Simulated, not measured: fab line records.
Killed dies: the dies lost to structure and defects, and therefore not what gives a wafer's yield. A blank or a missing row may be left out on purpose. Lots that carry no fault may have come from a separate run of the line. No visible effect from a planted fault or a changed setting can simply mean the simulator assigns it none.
fab line records    flow n5Finfet
record: lots: 24  wafers: 72  lastDay: 19
route steps=1938 shown BEOL_M1@797
lots untouched by any fault: they come from a run of this same line in which no faults occurred
startH: hours from the record's first day to the start of the lot's first wafer shown    waitH: hours from the lot's prior step to this one    " the same as in the row above    L1.1+2: several wafers, shown together as one row    - no value present, or no start provided    * or withheld: withheld    < > ~ a bound
route shown NAME@n: NAME is a module with steps in the file, n the number in the route of the first one    usual: mean/standard deviation taken from wafers without a fault    same: alike in all rows    chamber/n: place in a boat    sites: the reading at each site    _std_site: the values' standard deviation    _edge_site: inner sites' mean taken away from outer sites' mean    radiusMm: how far each site lies from the wafer's centre    mask NAME#n: copy n    behind: tool/chamber where the wafer was last shaped    hold: reason for holding the lot/hours on hold/outcome of the hold    device: whichever transistor did not switch (one of n, p or np)    end of line: the tests these same wafers got at the end of their route    step lacking rows: just its recipe    killed: not the wafer's yield, but the dies lost to structure and defects at the first sort    map: dies across one wafer; x = killed, . = not, _ = none there
set.NAME: the setting as run; set.NAME@STEP: as run at that earlier step    model.NAME: the simulator's own value behind a step, which no gauge read
the route's steps for a sample of lots (tables are steps, rows are wafers)
services: the hour from which a tool's chamber was out of use, counted from the record's first day as startH (under 0 if before that day), plus the number of hours and why
== steps ==
step: N5_BEOL_M1_VIA_ETCH_34
recipe: chemistry: C4F6/O2  targetDepthA: 678  maskMaterial: SOC  pressureMtorr: 15  ionEnergyEv: 250  taperDeg: 4  timeS: 64.4  sourceW: 350  biasW: 170  Ar_flow_sccm: 300  C4F6_flow_sccm: 10  O2_flow_sccm: 10
usual: O2_flow_sccm: 9.996/0.026  drypumpMotorCurrentA: 6.0/0.47  mfcArSccm: 300.0/0.9  oesProductAu: 0.74/0.072  rfVppV: 666/11  showerheadPlenumPTorr: 2.83/0.08  throttleValvePct: 30.78/0.28
lot.wafer  tool        chamber  startH  waitH  O2_flow_sccm  drypumpMotorCurrentA  mfcArSccm  oesProductAu  rfHoursCounterH  rfVppV  showerheadPlenumPTorr  throttleValvePct
L074.1     rieDiel-02  0        138.77  0.0    10.001        6.5                   299.9      0.75          139              684     2.85                   31.11
L074.2     "           2        "       "      9.980         5.9                   302.3      0.72          201              658     2.82                   30.65
L074.6     "           1        "       "      9.985         5.7                   298.8      0.73          -                668     2.94                   30.66
L075.2     rieDiel-05  0        147.09  0.0    10.001        5.9                   300.2      0.97          0                673     2.90                   30.13
L075.3     "           3        "       "      9.988         5.2                   299.2      0.73          182              659     2.85                   30.87
L075.5     "           0        "       "      9.952         5.9                   300.6      0.97          -                672     2.90                   30.13
L076.3     rieDiel-02  2        147.24  0.0    9.996         5.8                   297.5      0.71          204              656     2.82                   30.67
L076.4     "           0        "       "      9.946         6.5                   299.2      0.74          141              682     2.85                   31.11
L076.5     "           2        "       "      10.000        5.8                   298.3      0.71          -                657     2.82                   30.67
L078.3     rieDiel-05  3        152.66  0.0    10.010        5.2                   299.6      0.74          183              658     2.85                   30.89
L078.4     "           1        "       "      10.006        5.7                   300.2      0.71          194              672     2.73                   31.08
L078.6     "           1        "       "      10.003        5.7                   300.3      0.71          -                670     2.73                   31.09
L077.2     rieDiel-02  3        152.78  0.0    9.991         6.5                   300.4      0.79          102              654     2.72                   30.81
L077.3     "           2        "       "      9.951         5.8                   300.1      0.71          205              656     2.82                   30.67
L077.5     "           1        "       "      9.990         5.7                   300.3      0.71          -                669     2.94                   30.67
L079.1     rieDiel-05  2        159.23  0.0    9.935         6.7                   300.6      0.70          220              649     2.82                   30.59
L079.3     "           0        "       "      10.015        6.0                   300.2      0.96          4                672     2.89                   30.14
L079.4     "           3        "       "      9.979         5.2                   301.7      0.72          185              658     2.85                   30.88
L080.3     rieDiel-05  1        169.25  0.0    10.014        5.7                   300.2      0.71          199              672     2.73                   31.08
L080.4     "           0        "       "      9.982         6.0                   300.8      0.95          7                673     2.89                   30.12
L080.5     "           2        "       "      9.972         6.7                   300.6      0.71          -                649     2.82                   30.60
L081.4     rieDiel-06  0        183.09  0.0    10.034        6.4                   300.4      0.90          33               672     2.91                   30.64
L081.5     "           3        "       "      10.000        5.6                   300.4      0.73          -                686     2.95                   31.13
L081.6     "           0        "       "      10.026        6.4                   299.4      0.90          -                671     2.91                   30.65
L083.1     rieDiel-05  2        187.03  0.0    9.972         6.7                   300.6      0.70          228              649     2.81                   30.60
L083.4     "           1        "       "      9.999         5.8                   299.9      0.70          -                670     2.72                   31.08
L083.5     "           3        "       "      10.020        5.2                   301.6      0.73          -                657     2.85                   30.90
L082.1     rieDiel-06  1        187.25  0.0    10.003        5.8                   300.7      0.75          147              678     2.73                   30.28
L082.2     "           3        "       "      10.055        5.6                   299.4      0.74          169              687     2.95                   31.12
L082.4     "           0        "       "      9.968         6.4                   299.0      0.89          33               672     2.91                   30.65
L084.4     rieDiel-02  1        190.74  0.0    9.979         5.7                   299.2      0.70          174              668     2.94                   30.69
L084.5     "           1        "       "      10.014        5.7                   300.0      0.70          -                668     2.94                   30.69
L084.6     "           2        "       "      9.988         5.8                   301.0      0.69          -                654     2.81                   30.67
L085.1     rieDiel-06  1        196.96  0.0    9.975         5.8                   298.1      0.76          150              678     2.72                   30.24
L085.2     "           0        "       "      9.975         6.5                   299.2      0.90          37               670     2.91                   30.64
L085.6     "           0        "       "      10.012        6.5                   300.0      0.89          -                671     2.91                   30.65
L086.2     rieDiel-02  2        206.50  0.0    10.028        5.8                   300.2      0.69          222              655     2.81                   30.70
L086.3     "           0        "       "      10.025        6.5                   300.1      0.73          158              684     2.84                   31.14
L086.4     "           1        "       "      10.009        5.7                   299.9      0.69          180              667     2.93                   30.70
L087.2     rieDiel-02  1        212.27  0.0    10.022        5.7                   300.1      0.70          183              667     2.93                   30.69
L087.3     "           2        "       "      9.975         5.8                   299.6      0.69          224              657     2.81                   30.70
L087.4     "           3        "       "      9.950         6.5                   299.1      0.77          119              653     2.72                   30.83
L090.1     rieDiel-02  2        220.31  0.0    10.008        5.9                   300.1      0.69          226              656     2.81                   30.69
L090.2     "           3        "       "      10.019        6.6                   299.0      0.77          121              654     2.72                   30.80
L090.4     "           0        "       "      10.035        6.5                   301.1      0.72          162              682     2.84                   31.14
L088.1     rieDiel-05  0        221.06  0.0    9.983         5.9                   300.3      0.90          18               672     2.89                   30.16
L088.3     "           1        "       "      10.010        5.7                   299.8      0.69          216              671     2.72                   31.10
L088.5     "           0        "       "      9.947         5.9                   298.6      0.90          -                673     2.89                   30.15
L089.2     rieDiel-02  3        221.10  0.0    9.995         6.5                   301.1      0.78          122              654     2.72                   30.81
L089.4     "           1        "       "      9.981         5.7                   300.9      0.70          185              667     2.93                   30.70
L089.5     "           2        "       "      9.994         5.8                   301.7      0.69          -                656     2.81                   30.69
L091.2     rieDiel-02  2        224.23  0.0    9.988         5.9                   299.2      0.69          228              657     2.81                   30.68
L091.4     "           3        "       "      9.981         6.5                   300.2      0.78          123              653     2.72                   30.83
L091.5     "           0        "       "      10.012        6.6                   299.5      0.74          -                683     2.84                   31.14
L092.1     rieDiel-06  0        231.31  0.0    9.998         6.5                   300.0      0.88          48               671     2.90                   30.65
L092.2     "           3        "       "      10.082        5.5                   300.3      0.72          182              685     2.95                   31.14
L092.3     "           1        "       "      10.033        5.8                   299.6      0.74          161              677     2.72                   30.27
L093.1     rieDiel-05  1        258.00  0.0    9.987         5.7                   300.1      0.68          226              668     2.71                   31.09
L093.2     "           0        "       "      9.996         5.9                   298.5      0.89          29               672     2.88                   30.16
L093.4     "           1        "       "      9.957         5.7                   300.8      0.69          -                670     2.71                   31.10
L094.2     rieDiel-05  0        258.46  0.0    9.990         5.9                   299.5      0.88          30               673     2.88                   30.15
L094.3     "           1        "       "      9.988         5.7                   299.6      0.67          226              671     2.71                   31.10
L094.4     "           3        "       "      10.010        5.2                   301.1      0.71          -                656     2.84                   30.92
L095.3     rieDiel-02  2        258.49  0.0    9.982         5.9                   300.3      0.68          239              656     2.80                   30.69
L095.4     "           1        "       "      10.009        5.7                   299.9      0.68          197              668     2.93                   30.69
L095.5     "           1        "       "      10.044        5.7                   299.9      0.68          -                668     2.93                   30.71
L097.2     rieDiel-02  0        262.81  0.0    10.027        6.5                   300.7      0.72          173              684     2.83                   31.13
L097.4     "           1        "       "      10.012        5.7                   299.5      0.68          198              668     2.93                   30.70
L097.6     "           3        "       "      10.017        6.5                   299.2      0.76          -                655     2.71                   30.84
L096.2     rieDiel-02  3        263.18  0.0    10.027        6.5                   300.7      0.76          136              654     2.71                   30.86
L096.3     "           0        "       "      9.994         6.5                   298.0      0.72          173              683     2.83                   31.14
L096.5     "           0        "       "      9.996         6.5                   298.7      0.72          -                683     2.83                   31.14
step: N5_BEOL_M1_DEGAS_44
recipe: ambient: vacuum  tempC: 250  timeS: 60
usual: heaterPowerW: 344/22
lot.wafer  tool           chamber  startH  waitH  heaterPowerW
L074.1     pvdSputter-03  -        139.23  0.0    337
L074.2     "              -        "       "      320
L074.6     "              -        "       "      329
L075.2     pvdSputter-03  -        148.08  0.6    364
L075.3     "              -        "       "      334
L075.5     "              -        "       "      344
L076.3     pvdSputter-02  -        148.20  0.5    397
L076.4     "              -        "       "      322
L076.5     "              -        "       "      397
L078.3     pvdSputter-03  -        153.35  0.3    338
L078.4     "              -        "       "      321
L078.6     "              -        "       "      329
L077.2     pvdSputter-02  -        153.38  0.2    338
L077.3     "              -        "       "      336
L077.5     "              -        "       "      410
L079.1     pvdSputter-01  -        159.75  0.1    322
L079.3     "              -        "       "      342
L079.4     "              -        "       "      349
L080.3     pvdSputter-02  -        169.91  0.2    338
L080.4     "              -        "       "      409
L080.5     "              -        "       "      327
L081.4     pvdSputter-01  -        183.90  0.4    340
L081.5     "              -        "       "      318
L081.6     "              -        "       "      339
L083.1     pvdSputter-03  -        187.90  0.5    363
L083.4     "              -        "       "      346
L083.5     "              -        "       "      344
L082.1     pvdSputter-03  -        187.98  0.3    326
L082.2     "              -        "       "      355
L082.4     "              -        "       "      325
L084.4     pvdSputter-01  -        191.41  0.3    357
L084.5     "              -        "       "      318
L084.6     "              -        "       "      347
L085.1     pvdSputter-01  -        197.94  0.6    350
L085.2     "              -        "       "      313
L085.6     "              -        "       "      335
L086.2     pvdSputter-01  -        207.44  0.4    343
L086.3     "              -        "       "      315
L086.4     "              -        "       "      346
L087.2     pvdSputter-02  -        213.61  0.8    325
L087.3     "              -        "       "      350
L087.4     "              -        "       "      321
L090.1     pvdSputter-02  -        221.29  0.6    404
L090.2     "              -        "       "      320
L090.4     "              -        "       "      325
L088.1     pvdSputter-01  -        222.19  0.7    338
L088.3     "              -        "       "      318
L088.5     "              -        "       "      343
L089.2     pvdSputter-01  -        222.27  0.8    326
L089.4     "              -        "       "      344
L089.5     "              -        "       "      343
L091.2     pvdSputter-01  -        225.09  0.4    347
L091.4     "              -        "       "      315
L091.5     "              -        "       "      354
L092.1     pvdSputter-03  -        231.92  0.2    328
L092.2     "              -        "       "      326
L092.3     "              -        "       "      364
L093.1     pvdSputter-03  -        258.75  0.3    319
L093.2     "              -        "       "      344
L093.4     "              -        "       "      336
L094.2     pvdSputter-03  -        259.05  0.2    350
L094.3     "              -        "       "      345
L094.4     "              -        "       "      328
L095.3     pvdSputter-02  -        259.14  0.2    336
L095.4     "              -        "       "      322
L095.5     "              -        "       "      401
L097.2     pvdSputter-03  -        263.39  0.2    342
L097.4     "              -        "       "      329
L097.6     "              -        "       "      334
L096.2     pvdSputter-03  -        263.93  0.3    357
L096.3     "              -        "       "      327
L096.5     "              -        "       "      366
step: N5_BEOL_M1_ALD_84
recipe: material: TaN  targetThkA: *  tempC: 275  aldPrecursorFamily: PDMAT  aldCoReactant: NH3  pressureTorr: 3  carrierFlowSccm: 1500  pulseTimeS: 2  purgeTimeS: 3  coReactantPurgeTimeS: 2  coReactantPulseTimeS: 3  aldCycles: 30  precursorVesselTempC: 75  precursorVesselPressureTorr: 26.25  precursorVesselCarrierSccm: 1000
usual: chamberPressureTorr: 3.000/0.0074  heaterPowerW: 422/35  precursorVesselPressureTorr: 26.25/0.055
same: coReactantPulseTimeS: 3  purgeTimeS: 3
lot.wafer  tool         chamber  startH  waitH  chamberPressureTorr  heaterPowerW  precursorVesselPressureTorr
L074.1     aldMetal-03  1        139.35  0.1    2.990                427           26.24
L074.2     "            0        "       "      2.999                360           26.25
L074.6     "            2        "       "      2.997                419           26.28
L075.2     aldMetal-02  1        148.24  0.1    2.995                410           26.27
L075.3     "            2        "       "      2.998                467           26.23
L075.5     "            2        "       "      3.014                457           26.26
L076.3     aldMetal-01  3        148.30  0.0    3.002                377           26.16
L076.4     "            3        "       "      3.008                371           26.14
L076.5     "            2        "       "      2.992                407           26.24
L078.3     aldMetal-01  1        153.45  0.0    2.989                387           26.23
L078.4     "            2        "       "      3.007                399           26.26
L078.6     "            1        "       "      2.989                391           26.31
L077.2     aldMetal-03  3        153.48  0.0    2.998                435           26.20
L077.3     "            0        "       "      2.995                353           26.27
L077.5     "            1        "       "      2.996                442           26.34
L079.1     aldMetal-01  1        160.07  0.3    3.013                388           26.28
L079.3     "            0        "       "      3.013                474           26.30
L079.4     "            2        "       "      3.004                410           26.19
L080.3     aldMetal-02  0        170.01  0.0    3.001                468           26.26
L080.4     "            1        "       "      2.999                420           26.31
L080.5     "            2        "       "      3.001                471           26.34
L081.4     aldMetal-01  2        184.02  0.1    3.002                396           26.18
L081.5     "            2        "       "      2.998                392           26.17
L081.6     "            3        "       "      3.001                381           26.36
L083.1     aldMetal-03  1        188.00  0.0    2.986                442           26.30
L083.4     "            0        "       "      2.990                365           26.27
L083.5     "            3        "       "      2.989                453           26.25
L082.1     aldMetal-01  0        188.08  0.0    2.996                479           26.21
L082.2     "            3        "       "      2.995                380           26.28
L082.4     "            1        "       "      3.000                400           26.26
L084.4     aldMetal-03  3        191.61  0.1    3.007                445           26.19
L084.5     "            2        "       "      3.001                429           26.34
L084.6     "            1        "       "      3.001                438           26.25
L085.1     aldMetal-02  3        198.09  0.1    2.999                419           26.35
L085.2     "            1        "       "      2.992                424           26.27
L085.6     "            3        "       "      2.997                432           26.16
L086.2     aldMetal-01  1        207.54  0.0    3.001                385           26.19
L086.3     "            0        "       "      3.001                462           26.29
L086.4     "            2        "       "      2.993                408           26.24
L087.2     aldMetal-01  2        213.94  0.3    2.995                405           26.21
L087.3     "            1        "       "      3.000                381           26.31
L087.4     "            3        "       "      2.999                378           26.23
L090.1     aldMetal-02  3        221.41  0.1    3.006                434           26.34
L090.2     "            0        "       "      3.006                471           26.29
L090.4     "            2        "       "      3.012                473           26.23
L088.1     aldMetal-02  3        222.29  0.0    2.988                433           26.22
L088.3     "            0        "       "      2.987                491           26.26
L088.5     "            3        "       "      3.004                422           26.23
L089.2     aldMetal-03  1        222.37  0.0    3.007                431           26.20
L089.4     "            3        "       "      3.001                454           26.29
L089.5     "            1        "       "      3.009                441           26.19
L091.2     aldMetal-02  0        225.21  0.1    2.996                478           26.29
L091.4     "            1        "       "      3.011                444           26.29
L091.5     "            0        "       "      3.005                471           26.28
L092.1     aldMetal-03  3        232.02  0.0    2.989                455           26.22
L092.2     "            1        "       "      3.017                437           26.26
L092.3     "            0        "       "      3.007                353           26.21
L093.1     aldMetal-01  3        258.85  0.0    3.009                382           26.33
L093.2     "            0        "       "      2.994                480           26.32
L093.4     "            2        "       "      2.996                397           26.24
L094.2     aldMetal-01  2        259.15  0.0    3.015                402           26.20
L094.3     "            0        "       "      3.002                467           26.24
L094.4     "            1        "       "      2.997                385           26.33
L095.3     aldMetal-03  2        259.28  0.1    3.006                437           26.33
L095.4     "            3        "       "      3.012                448           26.27
L095.5     "            2        "       "      3.004                424           26.23
L097.2     aldMetal-02  2        263.49  0.0    2.988                470           26.24
L097.4     "            3        "       "      3.009                424           26.27
L097.6     "            2        "       "      3.005                455           26.31
L096.2     aldMetal-01  0        264.03  0.0    3.001                472           26.26
L096.3     "            1        "       "      2.997                380           26.33
L096.5     "            1        "       "      2.994                382           26.25
step: N5_BEOL_M1_SURFACE_TREAT_85
recipe: gas: Ar  timeS: *  ionEnergyEv: *  ionCurrentMaCm2: 0.5  pressureMtorr: *  arFlowSccm: 30
usual: throttleValvePct: *
lot.wafer  tool           chamber  startH  waitH  throttleValvePct
L074.1     pvdSputter-02  -        139.57  0.1    *
L074.2     "              -        "       "      *
L074.6     "              -        "       "      *
L075.2     pvdSputter-02  -        148.52  0.2    *
L075.3     "              -        "       "      *
L075.5     "              -        "       "      *
L076.3     pvdSputter-03  -        148.58  0.2    *
L076.4     "              -        "       "      *
L076.5     "              -        "       "      *
L078.3     pvdSputter-01  -        153.69  0.1    *
L078.4     "              -        "       "      *
L078.6     "              -        "       "      *
L077.2     pvdSputter-01  -        153.77  0.2    *
L077.3     "              -        "       "      *
L077.5     "              -        "       "      *
L079.1     pvdSputter-01  -        160.31  0.1    *
L079.3     "              -        "       "      *
L079.4     "              -        "       "      *
L080.3     pvdSputter-01  -        170.42  0.3    *
L080.4     "              -        "       "      *
L080.5     "              -        "       "      *
L081.4     pvdSputter-03  -        184.31  0.2    *
L081.5     "              -        "       "      *
L081.6     "              -        "       "      *
L083.1     pvdSputter-03  -        188.24  0.1    *
L083.4     "              -        "       "      *
L083.5     "              -        "       "      *
L082.1     pvdSputter-02  -        188.52  0.3    *
L082.2     "              -        "       "      *
L082.4     "              -        "       "      *
L084.4     pvdSputter-02  -        191.84  0.1    *
L084.5     "              -        "       "      *
L084.6     "              -        "       "      *
L085.1     pvdSputter-03  -        198.50  0.3    *
L085.2     "              -        "       "      *
L085.6     "              -        "       "      *
L086.2     pvdSputter-01  -        208.00  0.4    *
L086.3     "              -        "       "      *
L086.4     "              -        "       "      *
L087.2     pvdSputter-01  -        214.44  0.4    *
L087.3     "              -        "       "      *
L087.4     "              -        "       "      *
L090.1     pvdSputter-03  -        221.66  0.1    *
L090.2     "              -        "       "      *
L090.4     "              -        "       "      *
L088.1     pvdSputter-02  -        222.52  0.1    *
L088.3     "              -        "       "      *
L088.5     "              -        "       "      *
L089.2     pvdSputter-02  -        222.60  0.1    *
L089.4     "              -        "       "      *
L089.5     "              -        "       "      *
L091.2     pvdSputter-01  -        225.45  0.1    *
L091.4     "              -        "       "      *
L091.5     "              -        "       "      *
L092.1     pvdSputter-01  -        232.26  0.1    *
L092.2     "              -        "       "      *
L092.3     "              -        "       "      *
L093.1     pvdSputter-03  -        259.13  0.2    *
L093.2     "              -        "       "      *
L093.4     "              -        "       "      *
L094.2     pvdSputter-02  -        259.38  0.1    *
L094.3     "              -        "       "      *
L094.4     "              -        "       "      *
L095.3     pvdSputter-03  -        259.55  0.2    *
L095.4     "              -        "       "      *
L095.5     "              -        "       "      *
L097.2     pvdSputter-01  -        263.78  0.2    *
L097.4     "              -        "       "      *
L097.6     "              -        "       "      *
L096.2     pvdSputter-02  -        264.26  0.1    *
L096.3     "              -        "       "      *
L096.5     "              -        "       "      *
step: N5_BEOL_M1_SPUTTER_79
recipe: material: Cu  targetThkA: 45  tempC: -20  chamberPressurePa: 0.07  powerW: withheld  timeS: 8.29
usual: throttleValvePct: 29.3/1
lot.wafer  tool           chamber  startH  waitH  throttleValvePct
L074.1     pvdSputter-02  -        140.08  0.1    28.4
L074.2     "              -        "       "      30.3
L074.6     "              -        "       "      30.3
L075.2     pvdSputter-02  -        149.08  0.1    30.2
L075.3     "              -        "       "      30.5
L075.5     "              -        "       "      30.4
L076.3     pvdSputter-03  -        149.27  0.1    29.3
L076.4     "              -        "       "      30.1
L076.5     "              -        "       "      29.5
L078.3     pvdSputter-01  -        154.15  0.1    28.4
L078.4     "              -        "       "      30.3
L078.6     "              -        "       "      28.5
L077.2     pvdSputter-02  -        154.34  0.1    28.5
L077.3     "              -        "       "      30.6
L077.5     "              -        "       "      26.7
L079.1     pvdSputter-02  -        160.83  0.1    30.4
L079.3     "              -        "       "      30.5
L079.4     "              -        "       "      28.3
L080.3     pvdSputter-02  -        170.86  0.1    26.7
L080.4     "              -        "       "      30.5
L080.5     "              -        "       "      28.5
L081.4     pvdSputter-01  -        184.75  0.1    30.2
L081.5     "              -        "       "      28.9
L081.6     "              -        "       "      30.0
L083.1     pvdSputter-02  -        188.78  0.1    30.9
L083.4     "              -        "       "      26.8
L083.5     "              -        "       "      30.5
L082.1     pvdSputter-01  -        189.13  0.1    28.1
L082.2     "              -        "       "      29.8
L082.4     "              -        "       "      28.7
L084.4     pvdSputter-03  -        192.54  0.1    28.9
L084.5     "              -        "       "      28.9
L084.6     "              -        "       "      29.2
L085.1     pvdSputter-03  -        199.04  0.1    29.1
L085.2     "              -        "       "      29.3
L085.6     "              -        "       "      30.1
L086.2     pvdSputter-01  -        208.58  0.1    28.9
L086.3     "              -        "       "      29.9
L086.4     "              -        "       "      30.2
L087.2     pvdSputter-01  -        214.90  0.1    30.1
L087.3     "              -        "       "      28.7
L087.4     "              -        "       "      28.3
L090.1     pvdSputter-03  -        222.18  0.1    28.9
L090.2     "              -        "       "      30.2
L090.4     "              -        "       "      29.9
L088.1     pvdSputter-02  -        222.96  0.1    28.4
L088.3     "              -        "       "      30.4
L088.5     "              -        "       "      26.6
L089.2     pvdSputter-03  -        224.02  0.1    29.7
L089.4     "              -        "       "      29.1
L089.5     "              -        "       "      30.1
L091.2     pvdSputter-03  -        225.98  0.1    29.5
L091.4     "              -        "       "      29.1
L091.5     "              -        "       "      30.0
L092.1     pvdSputter-01  -        232.88  0.1    29.8
L092.2     "              -        "       "      28.1
L092.3     "              -        "       "      28.9
L093.1     pvdSputter-01  -        259.58  0.1    28.4
L093.2     "              -        "       "      30.1
L093.4     "              -        "       "      30.0
L094.2     pvdSputter-01  -        261.50  0.1    28.6
L094.3     "              -        "       "      28.7
L094.4     "              -        "       "      30.0
L095.3     pvdSputter-02  -        261.66  0.1    30.5
L095.4     "              -        "       "      28.6
L095.5     "              -        "       "      30.1
L097.2     pvdSputter-01  -        264.32  0.1    28.7
L097.4     "              -        "       "      30.4
L097.6     "              -        "       "      30.1
L096.2     pvdSputter-01  -        266.16  0.1    28.5
L096.3     "              -        "       "      30.1
L096.5     "              -        "       "      28.5
step: N5_BEOL_M1_DEP_57
recipe: material: SiCN  targetThkA: 80  tempC: withheld  precursor: 3MS/NH3  pressureTorr: 3  rfW: 202  timeS: 14
usual: chamberPressureTorr: 3.000/0.0068  showerheadPlenumPTorr: 3.662/0.013  throttleValvePct: 9.3/0.53
lot.wafer  tool      chamber  startH  waitH  chamberPressureTorr  showerheadPlenumPTorr  throttleValvePct
L074.1     pecvd-01  2        142.66  0.0    2.995                3.667                  9.0
L074.2     "         1        "       "      3.002                3.664                  10.4
L074.6     "         0        "       "      3.001                3.661                  8.8
L075.2     pecvd-03  2        151.62  0.0    2.993                3.669                  8.6
L075.3     "         1        "       "      3.005                3.665                  9.6
L075.5     "         0        "       "      3.006                3.653                  8.9
L076.3     pecvd-04  0        151.80  0.0    3.002                3.629                  9.2
L076.4     "         0        "       "      2.991                3.639                  9.2
L076.5     "         2        "       "      2.996                3.659                  9.4
L078.3     pecvd-03  2        156.67  0.0    2.998                3.662                  8.7
L078.4     "         1        "       "      2.995                3.672                  9.7
L078.6     "         0        "       "      2.992                3.653                  8.8
L077.2     pecvd-03  2        156.88  0.0    3.009                3.670                  8.7
L077.3     "         1        "       "      3.001                3.668                  9.5
L077.5     "         1        "       "      3.002                3.655                  9.5
L079.1     pecvd-01  0        163.35  0.0    2.986                3.659                  8.7
L079.3     "         1        "       "      3.008                3.667                  10.3
L079.4     "         2        "       "      3.011                3.667                  8.9
L080.3     pecvd-03  1        173.40  0.0    3.001                3.664                  9.8
L080.4     "         2        "       "      3.008                3.665                  8.5
L080.5     "         1        "       "      2.998                3.669                  9.8
L081.4     pecvd-01  1        187.34  0.0    2.994                3.683                  10.1
L081.5     "         2        "       "      3.000                3.661                  8.8
L081.6     "         0        "       "      3.009                3.661                  8.6
L083.1     pecvd-01  0        191.37  0.0    3.006                3.662                  8.6
L083.4     "         2        "       "      2.999                3.674                  8.6
L083.5     "         0        "       "      3.006                3.651                  8.9
L082.1     pecvd-04  2        191.66  0.0    2.988                3.660                  9.4
L082.2     "         0        "       "      3.001                3.633                  9.3
L082.4     "         1        "       "      3.004                3.639                  9.6
L084.4     pecvd-04  2        195.19  0.0    2.986                3.654                  9.3
L084.5     "         0        "       "      3.008                3.630                  8.9
L084.6     "         1        "       "      3.001                3.650                  9.2
L085.1     pecvd-01  1        201.59  0.0    3.019                3.665                  10.0
L085.2     "         2        "       "      2.998                3.683                  8.9
L085.6     "         1        "       "      3.005                3.680                  10.2
L086.2     pecvd-03  2        211.17  0.0    2.998                3.671                  8.9
L086.3     "         0        "       "      3.007                3.652                  8.8
L086.4     "         2        "       "      2.998                3.663                  9.0
L087.2     pecvd-01  2        217.45  0.0    3.008                3.663                  8.8
L087.3     "         1        "       "      2.998                3.674                  10.3
L087.4     "         2        "       "      3.010                3.655                  8.9
L090.1     pecvd-01  1        224.72  0.0    3.000                3.669                  10.1
L090.2     "         2        "       "      3.004                3.663                  8.9
L090.4     "         1        "       "      3.001                3.676                  10.3
L088.1     pecvd-03  1        225.49  0.0    2.984                3.674                  9.7
L088.3     "         0        "       "      2.999                3.660                  8.7
L088.5     "         2        "       "      3.004                3.669                  8.9
L089.2     pecvd-03  2        227.07  0.0    2.993                3.677                  8.8
L089.4     "         1        "       "      2.989                3.674                  9.7
L089.5     "         2        "       "      2.996                3.671                  8.7
L091.2     pecvd-01  2        228.61  0.0    2.989                3.672                  8.8
L091.4     "         1        "       "      3.003                3.666                  10.3
L091.5     "         1        "       "      2.998                3.679                  10.4
L092.1     pecvd-03  0        235.40  0.0    2.995                3.654                  9.0
L092.2     "         2        "       "      3.006                3.676                  8.7
L092.3     "         1        "       "      2.999                3.669                  9.7
L093.1     pecvd-04  1        262.12  0.0    3.004                3.650                  9.4
L093.2     "         2        "       "      3.003                3.672                  9.4
L093.4     "         1        "       "      2.998                3.654                  9.2
L094.2     pecvd-03  0        264.24  0.0    2.994                3.652                  9.2
L094.3     "         2        "       "      2.998                3.669                  8.9
L094.4     "         1        "       "      2.999                3.667                  9.7
L095.3     pecvd-01  1        264.27  0.0    2.999                3.675                  10.2
L095.4     "         2        "       "      2.998                3.671                  9.2
L095.5     "         0        "       "      2.999                3.658                  8.5
L097.2     pecvd-03  2        266.85  0.0    2.993                3.665                  8.9
L097.4     "         0        "       "      2.993                3.655                  9.0
L097.6     "         1        "       "      2.989                3.667                  9.4
L096.2     pecvd-04  1        268.76  0.0    3.004                3.648                  9.2
L096.3     "         0        "       "      3.001                3.622                  9.3
L096.5     "         1        "       "      3.006                3.649                  9.2
== services ==
tool           chamber  startH  hours  kind
pvdSputter-03  -        120.94  3.7    repair
pvdSputter-01  -        121.58  6.0    repair
rieDiel-05     0        122.27  -      clean
rieDiel-05     0        122.27  -      consumableReplace:focusRing
rieDiel-05     0        122.27  24.0   scheduledDown
rieDiel-05     0        122.27  24.0   ventCycle
pecvd-03       -        130.46  0.9    repair
pvdSputter-01  -        130.92  7.7    repair
pecvd-04       -        173.70  14.6   pm
aldMetal-03    -        177.15  0.4    repair
rieDiel-05     1        198.10  1.3    repair
pecvd-01       0        201.42  29.6   repair
pecvd-03       1        202.03  5.5    scheduledDown
aldMetal-02    -        203.60  0.8    repair
rieDiel-06     3        216.58  5.0    repair
aldMetal-01    -        220.67  1.1    repair
aldMetal-02    -        233.34  1.0    repair
rieDiel-06     1        240.99  8.6    repair
rieDiel-05     2        250.56  -      clean
rieDiel-05     2        250.56  -      consumableReplace:focusRing
rieDiel-05     2        250.56  17.4   scheduledDown
rieDiel-05     2        250.56  17.4   ventCycle
pecvd-04       1        254.16  2.1    scheduledDown
aldMetal-02    -        268.63  1.1    repair
== key ==
fault none
